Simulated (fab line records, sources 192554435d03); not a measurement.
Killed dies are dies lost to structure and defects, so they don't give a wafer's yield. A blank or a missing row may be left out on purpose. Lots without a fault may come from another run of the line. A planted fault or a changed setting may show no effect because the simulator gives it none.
fab line records | flow n5_finfet
record lots=24 wafers=72 last_day=19
route steps=1938 shown BEOL_M9@1465 BEOL_M10@1472
lots that met no fault: from a run of the same line without faults
start_h: hours from the record's first day to the start of the lot's first wafer shown | wait_h: hours since the lot's step before | " the same as in the row above | L1.1+2: a row that stands for several wafers | - no value, or no start given | * or withheld: withheld | < > ~ a bound
route shown NAME@n: a module of which the file shows steps, and the number in the route of the first | usual: mean/standard deviation of fault-free wafers | same: alike in all rows | chamber/n: place in a boat | sites: the reading at each site | _std_site: their standard deviation | _edge_site: outer sites' mean less inner sites' | radius_mm: how far each site lies from the wafer's centre | mask NAME#n: copy n | behind: the tool/chamber that last shaped the wafer | hold: why the lot was held/for how many hours/how that ended | device: the transistor (n, p or np) that didn't switch | end of line: the same wafers' tests at the end of the route | a step without rows: its recipe alone | killed: dies lost to structure and defects at the first sort, not the wafer's yield | map: a wafer's dies, x killed, . not, _ none there
set.NAME: the setting as run; set.NAME@STEP: as run at that earlier step | model.NAME: the simulator's own value behind a step, which no gauge read
steps of the route over a sample of lots; a table a step, a row a wafer
services: from which hour (start_h, from the record's first day; less than 0 if before it) a tool's chamber was out of use, for how many hours, and why
## steps
# step N5_BEOL_M9_THK_MEAS_53
# recipe thk_meas_gauge=xrf reads=Cu_of_BEOL_M9_ECD_50
# usual M9_THK=137/3.5
# columns lot.wafer tool chamber start_h wait_h M9_THK[nm]
L074.1 film_metro-01 - 212.04 - 142
L074.4 " - " " 145
L074.6 " - " " 144
L075.2 film_metro-02 - 217.28 - 139
L075.4 " - " " 143
L075.5 " - " " 137
L077.1 film_metro-01 - 223.96 - 142
L077.2 " - " " 143
L077.4 " - " " 139
L078.1 film_metro-02 - 228.71 - 141
L078.2 " - " " 140
L078.4 " - " " 138
L079.1 film_metro-02 - 234.50 - 136
L079.4 " - " " 133
L079.6 " - " " 139
L080.2 film_metro-01 - 242.62 - 141
L080.3 " - " " 136
L080.4 " - " " 139
L081.3 film_metro-01 - 253.83 - 142
L081.4 " - " " 140
L081.6 " - " " 138
L082.3 film_metro-01 - 259.16 - 137
L082.4 " - " " 134
L082.6 " - " " 139
L083.2 film_metro-01 - 279.38 - 137
L083.5 " - " " 131
L083.6 " - " " 139
L084.1 film_metro-02 - 287.91 - 134
L084.3 " - " " 136
L084.5 " - " " 135
L086.1 film_metro-02 - 292.69 - 136
L086.2 " - " " 135
L086.3 " - " " 135
L085.2 film_metro-01 - 292.98 - 135
L085.4 " - " " 132
L085.6 " - " " 136
L087.1 film_metro-01 - 299.01 - 140
L087.2 " - " " 137
L087.5 " - " " 137
L089.1 film_metro-02 - 305.20 - 138
L089.4 " - " " 132
L089.6 " - " " 139
L088.1 film_metro-01 - 309.52 - 136
L088.4 " - " " 136
L088.5 " - " " 136
L090.1 film_metro-01 - 310.32 - 136
L090.5 " - " " 140
L090.6 " - " " 138
L091.1 film_metro-01 - 323.91 - 128
L091.2 " - " " 140
L091.4 " - " " 135
L092.2 film_metro-02 - 326.11 - 142
L092.4 " - " " 141
L092.5 " - " " 142
L093.2 film_metro-02 - 326.43 - 141
L093.4 " - " " 135
L093.6 " - " " 139
L094.4 film_metro-02 - 355.29 - 127
L094.5 " - " " 141
L094.6 " - " " 136
L076.2 film_metro-01 - 355.52 - 137
L076.3 " - " " 134
L076.5 " - " " 135
L095.1 film_metro-02 - 360.55 - 136
L095.3 " - " " 138
L095.6 " - " " 138
L097.1 film_metro-02 - 375.99 - 141
L097.3 " - " " 130
L097.6 " - " " 140
L096.1 film_metro-01 - 394.46 - 135
L096.3 " - " " 132
L096.4 " - " " 135
# step N5_BEOL_M10_THK_MEAS_01
# recipe reads=SiCOH_lowk_of_BEOL_M10_ILD_DEP_00
# usual M10_ILD_THK=268/3.5
# columns lot.wafer tool chamber start_h wait_h M10_ILD_THK[nm]
L074.1 film_metro-01 - 212.83 0.4 264
L074.4 " - " " 268
L074.6 " - " " 271
L075.2 film_metro-02 - 218.07 0.4 266
L075.4 " - " " 264
L075.5 " - " " 270
L077.1 film_metro-01 - 224.78 0.4 267
L077.2 " - " " 263
L077.4 " - " " 272
L078.1 film_metro-01 - 229.50 0.4 264
L078.2 " - " " 264
L078.4 " - " " 268
L079.1 film_metro-01 - 235.41 0.4 267
L079.4 " - " " 269
L079.6 " - " " 268
L080.2 film_metro-01 - 243.47 0.4 265
L080.3 " - " " 270
L080.4 " - " " 269
L081.3 film_metro-01 - 255.10 0.5 265
L081.4 " - " " 265
L081.6 " - " " 264
L082.3 film_metro-01 - 259.95 0.3 269
L082.4 " - " " 269
L082.6 " - " " 276
L083.2 film_metro-01 - 280.18 0.4 263
L083.5 " - " " 265
L083.6 " - " " 269
L084.1 film_metro-02 - 288.71 0.4 271
L084.3 " - " " 266
L084.5 " - " " 270
L086.1 film_metro-01 - 293.48 0.4 270
L086.2 " - " " 267
L086.3 " - " " 265
L085.2 film_metro-01 - 294.25 0.7 271
L085.4 " - " " 268
L085.6 " - " " 270
L087.1 film_metro-01 - 299.80 0.4 262
L087.2 " - " " 267
L087.5 " - " " 268
L089.1 film_metro-01 - 305.99 0.4 269
L089.4 " - " " 267
L089.6 " - " " 270
L088.1 film_metro-02 - 310.31 0.4 263
L088.4 " - " " 271
L088.5 " - " " 268
L090.1 film_metro-02 - 311.11 0.4 263
L090.5 " - " " 270
L090.6 " - " " 265
L091.1 film_metro-02 - 325.18 0.8 270
L091.2 " - " " 272
L091.4 " - " " 272
L092.2 film_metro-02 - 326.89 0.4 267
L092.4 " - " " 270
L092.5 " - " " 273
L093.2 film_metro-01 - 327.22 0.4 271
L093.4 " - " " 274
L093.6 " - " " 272
L094.4 film_metro-01 - 356.08 0.2 270
L094.5 " - " " 268
L094.6 " - " " 267
L076.2 film_metro-01 - 356.38 0.4 263
L076.3 " - " " 267
L076.5 " - " " 267
L095.1 film_metro-01 - 361.37 0.4 264
L095.3 " - " " 265
L095.6 " - " " 272
L097.1 film_metro-01 - 376.93 0.4 265
L097.3 " - " " 271
L097.6 " - " " 272
L096.1 film_metro-02 - 395.25 0.4 260
L096.3 " - " " 261
L096.4 " - " " 266
# step N5_BEOL_M10_STRIP_67
# recipe chemistry=CF4 resist=SiARC power_w=300 bias_power_w=75 pressure_mtorr=50 cf4_flow_sccm=150 rf_frequency_hz=6e+07
# usual cf4_flow_sccm=150.0/0.46 drypump_motor_current_A=5.6/0.31 oes_product_au=0.79/0.082 power_w=300.1/0.95 rf_vpp_V=271.5/1.3 showerhead_plenum_p_Torr=1.81/0.042 throttle_valve_pct=13.61/0.25
# columns lot.wafer tool chamber start_h wait_h cf4_flow_sccm drypump_motor_current_A oes_product_au power_w rf_hours_counter_h rf_vpp_V showerhead_plenum_p_Torr throttle_valve_pct
L074.1 rie_diel-03 2 215.40 0.0 149.7 6.3 0.72 301.7 217 271.2 1.77 13.76
L074.4 " 1 " " 149.4 5.8 0.76 300.0 130 270.5 1.82 13.60
L074.6 " 3 " " 150.0 5.1 0.73 299.7 - 271.6 1.80 13.71
L075.2 rie_diel-06 3 220.59 0.0 150.2 5.1 0.70 300.7 194 272.6 1.86 14.03
L075.4 " 2 " " 149.9 5.5 0.80 300.5 93 272.4 1.81 13.58
L075.5 " 0 " " 150.0 5.9 0.81 300.6 - 271.0 1.75 13.41
L077.1 rie_diel-03 0 226.93 0.0 149.3 5.3 0.91 298.9 8 271.7 1.82 13.47
L077.2 " 1 " " 149.6 5.8 0.76 301.3 135 270.2 1.82 13.63
L077.4 " 2 " " 149.6 6.3 0.71 298.8 221 272.2 1.77 13.77
L078.1 rie_diel-01 0 231.75 0.0 150.1 5.7 0.82 300.1 77 273.7 1.88 13.24
L078.2 " 3 " " 149.3 5.5 0.87 300.2 59 269.7 1.75 13.24
L078.4 " 1 " " 149.8 5.5 0.74 298.4 194 271.3 1.87 13.85
L079.1 rie_diel-01 1 237.58 0.0 149.9 5.5 0.74 300.6 198 271.3 1.86 13.89
L079.4 " 1 " " 151.1 5.5 0.74 299.4 - 272.3 1.86 13.90
L079.6 " 3 " " 148.9 5.5 0.85 301.0 - 269.6 1.75 13.24
L080.2 rie_diel-03 3 246.03 0.0 149.5 5.1 0.71 299.3 189 271.5 1.80 13.75
L080.3 " 1 " " 150.5 5.8 0.76 298.2 144 271.6 1.82 13.63
L080.4 " 0 " " 149.8 5.3 0.90 300.7 18 271.3 1.81 13.49
L081.3 rie_diel-06 1 258.02 0.0 149.6 5.7 0.70 300.1 248 272.8 1.83 14.03
L081.4 " 0 " " 149.8 5.9 0.81 301.6 96 271.8 1.75 13.45
L081.6 " 0 " " 149.9 5.9 0.80 302.3 - 269.2 1.75 13.44
L082.3 rie_diel-01 0 260.85 0.0 150.3 5.7 0.81 300.2 92 274.0 1.88 13.24
L082.4 " 3 " " 149.2 5.5 0.84 299.9 75 270.6 1.75 13.29
L082.6 " 2 " " 150.3 5.6 0.98 301.6 - 272.8 1.85 13.47
L083.2 rie_diel-03 2 282.52 0.0 149.9 6.3 0.71 300.9 240 270.1 1.76 13.79
L083.5 " 3 " " 149.7 5.1 0.71 299.2 - 272.0 1.79 13.76
L083.6 " 0 " " 149.8 5.3 0.87 300.4 - 271.9 1.81 13.50
L084.1 rie_diel-01 2 289.62 0.0 149.3 5.7 0.92 299.7 11 272.7 1.84 13.48
L084.3 " 0 " " 149.9 5.7 0.80 301.9 102 272.0 1.88 13.26
L084.5 " 3 " " 150.4 5.5 0.83 300.9 - 270.3 1.75 13.30
L086.1 rie_diel-01 3 294.71 0.0 149.8 5.5 0.81 301.5 87 270.3 1.75 13.30
L086.2 " 2 " " 150.0 5.7 0.91 299.8 12 271.8 1.84 13.51
L086.3 " 1 " " 149.0 5.5 0.73 300.3 221 272.4 1.86 13.95
L085.2 rie_diel-03 2 297.41 0.0 150.2 6.2 0.70 300.4 245 270.5 1.76 13.80
L085.4 " 1 " " 150.0 5.8 0.73 300.2 160 271.4 1.81 13.66
L085.6 " 1 " " 149.4 5.8 0.74 299.8 - 270.2 1.81 13.71
L087.1 rie_diel-01 1 300.90 0.0 150.4 5.5 0.72 300.0 224 273.3 1.86 13.96
L087.2 " 0 " " 150.6 5.7 0.80 300.3 106 272.7 1.87 13.28
L087.5 " 2 " " 149.2 5.6 0.91 301.7 - 270.5 1.84 13.50
L089.1 rie_diel-06 1 307.98 0.0 149.3 5.6 0.94 299.5 9 271.7 1.82 13.52
L089.4 " 2 " " 150.2 5.5 0.79 298.4 117 271.3 1.80 13.63
L089.6 " 0 " " 150.1 5.9 0.80 301.8 - 268.8 1.74 13.47
L088.1 rie_diel-01 1 311.56 0.0 150.2 5.5 0.72 300.0 228 271.8 1.86 13.95
L088.4 " 2 " " 150.9 5.7 0.90 300.7 19 272.0 1.84 13.51
L088.5 " 1 " " 150.2 5.5 0.72 299.9 - 272.2 1.86 13.95
L090.1 rie_diel-01 2 312.11 0.0 150.5 5.7 0.90 298.6 19 273.0 1.84 13.51
L090.5 " 1 " " 150.1 5.5 0.72 300.6 - 272.6 1.86 13.97
L090.6 " 2 " " 150.7 5.7 0.90 299.1 - 272.1 1.84 13.50
L091.1 rie_diel-03 0 326.50 0.0 150.9 5.3 0.85 301.0 42 274.1 1.81 13.54
L091.2 " 3 " " 150.2 5.1 0.70 300.6 215 269.1 1.79 13.79
L091.4 " 1 " " 150.1 5.8 0.73 300.5 - 269.8 1.81 13.72
L092.2 rie_diel-01 2 328.53 0.0 150.0 5.7 0.89 299.6 25 272.2 1.84 13.53
L092.4 " 1 " " 150.6 5.5 0.72 298.7 234 273.0 1.85 13.99
L092.5 " 0 " " 149.8 5.8 0.79 299.1 - 274.1 1.87 13.29
L093.2 rie_diel-03 1 329.70 0.0 149.8 5.8 0.74 300.6 172 271.4 1.81 13.69
L093.4 " 1 " " 149.8 5.8 0.73 301.4 - 271.1 1.81 13.71
L093.6 " 3 " " 149.6 5.1 0.69 301.3 - 271.8 1.79 13.80
L094.4 rie_diel-03 3 358.44 0.0 149.8 5.1 0.70 299.9 - 271.0 1.79 13.83
L094.5 " 2 " " 150.2 6.3 0.96 297.7 - 270.7 1.76 13.27
L094.6 " 0 " " 148.9 5.3 0.83 299.9 - 271.5 1.80 13.57
L076.2 rie_diel-03 3 358.69 0.0 150.2 5.1 0.69 298.4 228 270.5 1.79 13.83
L076.3 " 0 " " 150.3 5.3 0.82 300.4 55 271.4 1.80 13.58
L076.5 " 2 " " 150.6 6.3 0.96 300.4 - 272.1 1.76 13.30
L095.1 rie_diel-01 1 364.63 0.0 150.0 5.5 0.70 299.9 244 272.8 1.85 13.99
L095.3 " 2 " " 150.4 5.7 0.87 301.2 37 272.4 1.83 13.53
L095.6 " 2 " " 149.5 5.7 0.87 300.1 - 271.9 1.83 13.55
L097.1 rie_diel-03 0 378.80 0.0 151.0 5.3 0.81 297.9 63 273.0 1.80 13.59
L097.3 " 2 " " 149.0 6.3 0.94 301.1 15 270.0 1.76 13.31
L097.6 " 2 " " 149.4 6.3 0.94 299.0 - 270.7 1.75 13.31
L096.1 rie_diel-06 0 397.62 0.0 149.8 5.9 0.77 300.3 141 269.4 1.74 13.54
L096.3 " 2 " " 149.8 5.5 0.75 302.6 149 270.7 1.79 13.70
L096.4 " 1 " " 149.6 5.6 0.88 300.8 39 271.9 1.82 13.59
# step N5_BEOL_M10_CD_MEAS_28
# recipe target_cd_nm=70 landing_energy_ev=500 detector=se_inlens polarity=opening
# usual cd_nm=69.7/1
# columns lot.wafer tool chamber start_h wait_h cd_nm
L074.1 cd_sem-03 0 215.93 - 71.2
L074.4 " 0 " " 71.5
L074.6 " 0 " " 71.0
L075.2 cd_sem-01 0 222.17 - 70.1
L075.4 " 0 " " 70.0
L075.5 " 0 " " 69.8
L077.1 cd_sem-01 0 230.75 - 68.8
L077.2 " 0 " " 68.3
L077.4 " 0 " " 68.6
L078.1 cd_sem-03 0 232.38 - 69.8
L078.2 " 0 " " 68.7
L078.4 " 0 " " 69.4
L079.1 cd_sem-01 0 239.86 - 67.8
L079.4 " 0 " " 67.9
L079.6 " 0 " " 67.6
L080.2 cd_sem-03 0 246.88 - 68.2
L080.3 " 0 " " 70.9
L080.4 " 0 " " 68.7
L082.3 cd_sem-02 0 264.01 - 68.7
L082.4 " 0 " " 69.0
L082.6 " 0 " " 69.9
L081.3 cd_sem-03 0 264.42 - 68.8
L081.4 " 0 " " 70.4
L081.6 " 0 " " 70.2
L083.2 cd_sem-01 0 284.67 - 70.4
L083.5 " 0 " " 70.1
L083.6 " 0 " " 71.3
L084.1 cd_sem-01 0 292.20 - 67.7
L084.3 " 0 " " 68.4
L084.5 " 0 " " 68.7
L086.1 cd_sem-01 0 295.89 - 70.2
L086.2 " 0 " " 70.2
L086.3 " 0 " " 70.4
L085.2 cd_sem-03 0 298.00 - 70.7
L085.4 " 0 " " 69.5
L085.6 " 0 " " 69.8
L087.1 cd_sem-02 0 302.06 - 70.1
L087.2 " 0 " " 68.2
L087.5 " 0 " " 69.2
L089.1 cd_sem-03 0 309.04 - 68.6
L089.4 " 0 " " 69.9
L089.6 " 0 " " 68.9
L088.1 cd_sem-02 0 313.11 - 70.3
L088.4 " 0 " " 70.9
L088.5 " 0 " " 68.9
L090.1 cd_sem-03 0 313.27 - 70.2
L090.5 " 0 " " 69.9
L090.6 " 0 " " 67.9
L091.1 cd_sem-01 0 327.51 - 70.1
L091.2 " 0 " " 69.4
L091.4 " 0 " " 69.7
L092.2 cd_sem-03 0 331.38 - 69.4
L092.4 " 0 " " 70.1
L092.5 " 0 " " 72.0
L093.2 cd_sem-03 0 331.55 - 71.9
L093.4 " 0 " " 71.1
L093.6 " 0 " " 70.1
L094.4 cd_sem-01 0 359.13 - 68.5
L094.5 " 0 " " 69.4
L094.6 " 0 " " 68.8
L076.2 cd_sem-02 0 362.61 - 69.2
L076.3 " 0 " " 69.8
L076.5 " 0 " " 68.8
L095.1 cd_sem-03 0 366.44 - 69.9
L095.3 " 0 " " 71.6
L095.6 " 0 " " 70.1
L097.1 cd_sem-03 0 379.44 - 70.8
L097.3 " 0 " " 70.1
L097.6 " 0 " " 70.1
L096.1 cd_sem-03 0 400.79 - 68.9
L096.3 " 0 " " 69.3
L096.4 " 0 " " 69.2
# step N5_BEOL_M10_DESCUM_33
# recipe chemistry=O2 time_s=7.9 source_power_w=50 bias_power_w=20 pressure_mtorr=20 rf_frequency_hz=2.712e+07 temp_c=40 resist=CAR-ArF o2_flow_sccm=225
# usual drypump_motor_current_A=5.6/0.31 oes_product_au=0.80/0.088 rf_vpp_V=243.4/1.2 showerhead_plenum_p_Torr=2.11/0.059 throttle_valve_pct=20.48/0.26
# columns lot.wafer tool chamber start_h wait_h drypump_motor_current_A oes_product_au rf_hours_counter_h rf_vpp_V showerhead_plenum_p_Torr throttle_valve_pct
L074.1 rie_diel-06 0 216.54 0.6 5.9 0.82 87 243.2 2.00 20.06
L074.4 " 2 " " 5.5 0.82 91 243.4 2.09 20.37
L074.6 " 3 " " 5.1 0.70 - 245.0 2.18 20.97
L075.2 rie_diel-06 1 222.26 0.0 5.6 0.70 242 243.8 2.13 20.79
L075.4 " 2 " " 5.5 0.80 93 243.6 2.09 20.38
L075.5 " 3 " " 5.1 0.70 - 244.2 2.18 20.97
L077.1 rie_diel-03 2 230.99 0.2 6.2 0.70 223 243.7 2.09 20.67
L077.2 " 1 " " 5.7 0.77 136 242.6 2.12 20.52
L077.4 " 3 " " 5.1 0.72 182 242.2 2.10 20.56
L078.1 rie_diel-03 2 232.78 0.3 6.3 0.70 223 243.8 2.09 20.68
L078.2 " 1 " " 5.8 0.77 137 244.3 2.12 20.51
L078.4 " 0 " " 5.2 0.92 12 243.7 2.15 20.53
L079.1 rie_diel-03 2 240.56 0.6 6.3 0.71 227 242.9 2.09 20.69
L079.4 " 0 " " 5.3 0.90 14 244.5 2.15 20.55
L079.6 " 0 " " 5.3 0.91 - 243.4 2.15 20.55
L080.2 rie_diel-03 3 247.21 0.3 5.2 0.72 189 244.3 2.09 20.59
L080.3 " 0 " " 5.3 0.90 18 244.1 2.15 20.57
L080.4 " 1 " " 5.8 0.76 144 243.5 2.12 20.52
L082.3 rie_diel-06 0 264.10 0.0 5.9 0.81 97 241.3 2.00 20.05
L082.4 " 2 " " 5.5 0.80 101 243.9 2.09 20.39
L082.6 " 2 " " 5.5 0.80 - 242.7 2.09 20.38
L081.3 rie_diel-01 2 264.50 0.0 5.7 0.96 1 244.1 2.17 20.56
L081.4 " 0 " " 5.7 0.81 92 243.9 2.21 20.14
L081.6 " 3 " " 5.5 0.84 - 242.0 2.02 20.07
L083.2 rie_diel-01 3 284.77 0.0 5.5 0.82 84 241.6 2.02 20.07
L083.5 " 0 " " 5.7 0.79 - 245.0 2.20 20.15
L083.6 " 3 " " 5.5 0.81 - 242.4 2.02 20.08
L084.1 rie_diel-06 0 292.29 0.0 5.9 0.80 107 242.0 1.99 20.09
L084.3 " 3 " " 5.1 0.68 212 244.4 2.17 21.00
L084.5 " 0 " " 5.9 0.79 - 241.1 1.99 20.08
L086.1 rie_diel-01 2 296.23 0.3 5.7 0.92 13 243.1 2.16 20.57
L086.2 " 0 " " 5.7 0.80 104 246.6 2.20 20.16
L086.3 " 1 " " 5.5 0.71 222 243.2 2.15 20.62
L085.2 rie_diel-03 0 298.09 0.0 5.3 0.87 33 243.5 2.14 20.58
L085.4 " 2 " " 6.3 0.68 245 242.0 2.09 20.72
L085.6 " 2 " " 6.2 0.68 - 242.4 2.09 20.72
L087.1 rie_diel-01 2 302.15 0.0 5.7 0.93 16 245.3 2.16 20.56
L087.2 " 0 " " 5.7 0.80 107 245.1 2.20 20.14
L087.5 " 1 " " 5.5 0.72 - 244.2 2.15 20.62
L089.1 rie_diel-06 0 309.13 0.0 5.9 0.80 111 241.0 1.99 20.09
L089.4 " 1 " " 5.6 0.95 9 243.5 2.13 20.44
L089.6 " 1 " " 5.6 0.95 - 244.3 2.13 20.45
L088.1 rie_diel-01 3 313.26 0.1 5.5 0.81 93 241.2 2.02 20.09
L088.4 " 2 " " 5.7 0.91 20 244.3 2.16 20.57
L088.5 " 3 " " 5.5 0.81 - 244.0 2.02 20.08
L090.1 rie_diel-06 2 313.85 0.5 5.5 0.78 119 242.9 2.08 20.43
L090.5 " 1 " " 5.6 0.95 - 243.8 2.12 20.45
L090.6 " 2 " " 5.5 0.78 - 244.6 2.08 20.40
L091.1 rie_diel-06 1 327.60 0.0 5.6 0.94 15 244.8 2.12 20.44
L091.2 " 3 " " 5.1 0.69 223 244.9 2.17 21.02
L091.4 " 0 " " 5.9 0.78 117 240.5 1.99 20.09
L092.2 rie_diel-01 2 331.52 0.1 5.6 0.89 26 244.3 2.16 20.60
L092.4 " 3 " " 5.5 0.81 99 241.0 2.01 20.09
L092.5 " 2 " " 5.7 0.90 - 242.7 2.16 20.59
L093.2 rie_diel-06 1 331.73 0.1 5.6 0.92 17 242.2 2.12 20.45
L093.4 " 0 " " 5.9 0.79 119 242.3 1.99 20.10
L093.6 " 0 " " 5.9 0.79 - 242.4 1.99 20.10
L094.4 rie_diel-03 2 359.23 0.0 6.3 0.98 - 241.3 2.08 20.42
L094.5 " 0 " " 5.3 0.84 - 243.8 2.13 20.59
L094.6 " 3 " " 5.1 0.68 - 243.9 2.08 20.64
L076.2 rie_diel-06 3 362.70 0.0 5.1 0.67 237 244.2 2.16 21.03
L076.3 " 2 " " 5.5 0.76 137 242.5 2.08 20.42
L076.5 " 2 " " 5.5 0.77 - 243.3 2.08 20.44
L095.1 rie_diel-06 3 366.65 0.2 5.1 0.67 239 244.2 2.16 21.01
L095.3 " 0 " " 5.9 0.78 131 241.7 1.99 20.13
L095.6 " 2 " " 5.5 0.76 - 244.1 2.08 20.43
L097.1 rie_diel-03 1 379.57 0.1 5.8 0.72 189 242.0 2.11 20.59
L097.3 " 2 " " 6.2 0.95 16 242.8 2.08 20.46
L097.6 " 2 " " 6.3 0.95 - 242.9 2.08 20.45
L096.1 rie_diel-01 0 400.88 0.0 5.7 0.76 140 244.9 2.19 20.20
L096.3 " 2 " " 5.7 0.86 50 244.2 2.15 20.65
L096.4 " 3 " " 5.5 0.79 122 241.2 2.01 20.14
# step N5_BEOL_M10_ETCH_66
# recipe chemistry=N2/H2 target=SOC target_depth_a=1200 overetch_a=240 mask_material=SiARC temp_c=40 time_s=180 ion_energy_ev=200 pressure_mtorr=30 source_w=840 bias_w=150 n2_flow_sccm=200 h2_flow_sccm=200
# usual drypump_motor_current_A=5.6/0.31 oes_product_au=0.64/0.066 rf_vpp_V=524.3/1.9 showerhead_plenum_p_Torr=2.56/0.068 throttle_valve_pct=17.85/0.27
# columns lot.wafer tool chamber start_h wait_h drypump_motor_current_A oes_product_au rf_hours_counter_h rf_vpp_V showerhead_plenum_p_Torr throttle_valve_pct
L074.1 rie_diel-06 0 216.63 0.0 5.9 0.65 87 521.2 2.46 17.51
L074.4 " 2 " " 5.5 0.65 91 524.6 2.57 17.82
L074.6 " 3 " " 5.1 0.57 - 526.1 2.64 18.45
L075.2 rie_diel-06 1 222.34 0.0 5.6 0.57 242 525.7 2.59 18.20
L075.4 " 2 " " 5.5 0.65 93 525.0 2.57 17.80
L075.5 " 3 " " 5.2 0.57 - 525.8 2.64 18.43
L077.1 rie_diel-03 2 231.08 0.0 6.2 0.58 223 522.3 2.50 17.79
L077.2 " 1 " " 5.8 0.62 136 523.4 2.53 17.63
L077.4 " 3 " " 5.1 0.58 182 522.9 2.54 17.97
L078.1 rie_diel-03 2 232.87 0.0 6.3 0.57 223 523.1 2.50 17.77
L078.2 " 1 " " 5.8 0.61 137 523.7 2.53 17.64
L078.4 " 0 " " 5.3 0.73 12 525.6 2.57 17.56
L079.1 rie_diel-03 2 240.65 0.0 6.3 0.57 227 522.1 2.49 17.79
L079.4 " 0 " " 5.3 0.73 14 525.8 2.57 17.58
L079.6 " 0 " " 5.4 0.71 - 525.3 2.57 17.61
L080.2 rie_diel-03 3 247.30 0.0 5.1 0.59 189 523.1 2.54 18.00
L080.3 " 0 " " 5.3 0.71 18 524.4 2.57 17.59
L080.4 " 1 " " 5.7 0.60 144 524.2 2.53 17.65
L082.3 rie_diel-06 0 264.18 0.0 5.9 0.65 97 521.4 2.45 17.52
L082.4 " 2 " " 5.5 0.65 101 523.9 2.56 17.84
L082.6 " 2 " " 5.5 0.64 - 525.2 2.56 17.84
L081.3 rie_diel-01 2 264.59 0.0 5.7 0.78 1 525.3 2.62 17.89
L081.4 " 0 " " 5.7 0.65 92 527.5 2.69 17.59
L081.6 " 3 " " 5.5 0.68 - 520.9 2.48 17.62
L083.2 rie_diel-01 3 284.85 0.0 5.5 0.67 84 521.3 2.47 17.63
L083.5 " 0 " " 5.7 0.65 - 526.8 2.69 17.61
L083.6 " 3 " " 5.5 0.67 - 521.4 2.47 17.64
L084.1 rie_diel-06 0 292.38 0.0 5.9 0.65 107 521.1 2.45 17.53
L084.3 " 3 " " 5.1 0.57 212 526.1 2.63 18.47
L084.5 " 0 " " 5.9 0.64 - 522.6 2.45 17.52
L086.1 rie_diel-01 2 296.32 0.0 5.7 0.74 13 525.0 2.61 17.92
L086.2 " 0 " " 5.8 0.64 104 528.2 2.69 17.63
L086.3 " 1 " " 5.5 0.60 222 525.9 2.63 18.09
L085.2 rie_diel-03 0 298.17 0.0 5.3 0.70 33 525.7 2.56 17.63
L085.4 " 2 " " 6.2 0.56 245 521.8 2.49 17.80
L085.6 " 2 " " 6.2 0.56 - 523.4 2.49 17.82
L087.1 rie_diel-01 2 302.23 0.0 5.7 0.72 16 525.4 2.61 17.92
L087.2 " 0 " " 5.8 0.64 107 527.8 2.69 17.63
L087.5 " 1 " " 5.5 0.58 - 525.1 2.63 18.11
L089.1 rie_diel-06 0 309.21 0.0 5.9 0.64 112 521.1 2.45 17.55
L089.4 " 1 " " 5.7 0.77 9 525.5 2.59 17.81
L089.6 " 1 " " 5.7 0.77 - 525.7 2.59 17.80
L088.1 rie_diel-01 3 313.34 0.0 5.5 0.66 93 521.9 2.47 17.66
L088.4 " 2 " " 5.7 0.72 20 524.2 2.61 17.92
L088.5 " 3 " " 5.5 0.66 - 521.5 2.47 17.65
L090.1 rie_diel-06 2 313.94 0.0 5.5 0.63 119 523.5 2.55 17.87
L090.5 " 1 " " 5.7 0.76 - 524.1 2.59 17.81
L090.6 " 2 " " 5.5 0.64 - 525.1 2.55 17.87
L091.1 rie_diel-06 1 327.69 0.0 5.6 0.75 15 525.4 2.58 17.81
L091.2 " 3 " " 5.1 0.55 223 525.7 2.63 18.48
L091.4 " 0 " " 5.9 0.64 117 520.5 2.44 17.56
L092.2 rie_diel-01 2 331.61 0.0 5.7 0.71 26 525.7 2.61 17.91
L092.4 " 3 " " 5.5 0.66 99 523.2 2.47 17.66
L092.5 " 2 " " 5.7 0.71 - 525.2 2.61 17.94
L093.2 rie_diel-06 1 331.81 0.0 5.6 0.75 17 524.7 2.58 17.84
L093.4 " 0 " " 5.9 0.64 119 520.5 2.44 17.55
L093.6 " 0 " " 5.9 0.64 - 521.4 2.44 17.57
L094.4 rie_diel-03 2 359.36 0.1 6.3 0.77 - 523.1 2.48 17.45
L094.5 " 0 " " 5.3 0.66 - 524.8 2.55 17.69
L094.6 " 3 " " 5.1 0.56 - 523.2 2.52 18.05
L076.2 rie_diel-06 3 362.79 0.0 5.2 0.55 237 524.7 2.62 18.52
L076.3 " 2 " " 5.5 0.61 138 523.7 2.55 17.90
L076.5 " 2 " " 5.5 0.62 - 524.0 2.55 17.91
L095.1 rie_diel-06 3 366.74 0.0 5.1 0.55 239 524.7 2.62 18.51
L095.3 " 0 " " 5.9 0.63 132 521.2 2.44 17.60
L095.6 " 2 " " 5.5 0.61 - 523.2 2.55 17.90
L097.1 rie_diel-03 1 379.66 0.0 5.8 0.58 189 523.8 2.51 17.74
L097.3 " 2 " " 6.3 0.75 16 521.5 2.48 17.48
L097.6 " 2 " " 6.3 0.75 - 524.5 2.48 17.46
L096.1 rie_diel-01 0 400.97 0.0 5.7 0.61 140 526.9 2.67 17.68
L096.3 " 2 " " 5.7 0.68 50 525.5 2.60 17.98
L096.4 " 3 " " 5.5 0.64 122 520.7 2.46 17.69
## services
# columns tool chamber start_h hours kind
rie_diel-01 0 198.22 3.0 repair
rie_diel-06 - 232.17 14.6 pm
rie_diel-01 2 232.53 - clean
rie_diel-01 2 232.53 - consumable_replace:focus_ring
rie_diel-01 2 232.53 27.3 scheduled_down
rie_diel-01 2 232.53 27.3 vent_cycle
rie_diel-03 2 263.59 3.8 repair
rie_diel-06 1 265.85 - clean
rie_diel-06 1 265.85 - consumable_replace:focus_ring
rie_diel-06 1 265.85 16.0 scheduled_down
rie_diel-06 1 265.85 16.0 vent_cycle
rie_diel-03 2 313.92 - clean
rie_diel-03 2 313.92 - consumable_replace:focus_ring
rie_diel-03 2 313.92 18.7 scheduled_down
rie_diel-03 2 313.92 18.7 vent_cycle
rie_diel-03 0 317.64 4.0 repair
rie_diel-01 1 338.06 3.9 repair
rie_diel-03 1 354.52 4.8 repair
rie_diel-03 - 372.66 0.1 repair
rie_diel-01 1 383.90 - clean
rie_diel-01 1 383.90 - consumable_replace:focus_ring
rie_diel-01 1 383.90 12.7 scheduled_down
rie_diel-01 1 383.90 12.7 vent_cycle
rie_diel-06 3 400.20 6.6 repair
## key
fault none
